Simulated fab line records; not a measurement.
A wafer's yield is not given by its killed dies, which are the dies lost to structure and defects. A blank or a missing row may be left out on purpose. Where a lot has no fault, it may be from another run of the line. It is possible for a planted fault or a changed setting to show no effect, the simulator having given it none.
Matching of chambers ; flow nand harc ; NHARC_THIN_TSV_CMP_01 on cmp-01: 4 sister chambers
The step polishes. 7 wafers are shown with their chamber, then 7 later ones without.

WAFERS, EACH WITH ITS CHAMBER
wafer;chamber;motor current A (A)
L885.3;2;12.8
L887.3;1;13.1
L898.1;0;13.0
L898.2;3;11.5
L898.3;1;12.7
L901.1;3;11.1
L901.2;0;13.5

WAFERS MISSING THEIR CHAMBER
wafer;motor current A (A)
L901.3;13.0
L904.2;10.9
L904.3;13.0
L904.5;10.8
L903.2;13.2
L903.3;13.2
L903.6;10.8

WHICH CHAMBER EACH WENT THROUGH
wafer;from the rows above;in truth
L901.3;can't be placed: 1 or 2 or 0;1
L904.2;3;3
L904.3;can't be placed: 1 or 2 or 0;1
L904.5;3;3
L903.2;can't be placed: 0 or 1 or 2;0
L903.3;can't be placed: 0 or 1 or 2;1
L903.6;3;3
Correct placement for 3 of the 7. Not placeable from these rows: 4 (in 4, the candidates include the true chamber). Wrongly placed: 0.
How it was worked out, from the rows above alone: a wafer's distance from a chamber is the root of the sum, over the readings, of the square of ((its reading less the chamber's mean) divided by the reading's scatter). If the next closest chamber is less than 2 further off than the closest, the wafer can't be placed; otherwise it belongs to the closest. For every chamber, the mean is computed from those of its wafers that are shown. How the scatter is found: for the shown wafers, subtract from each reading the mean of its chamber, square and add these, divide the total by (wafers less chambers), then take the root.
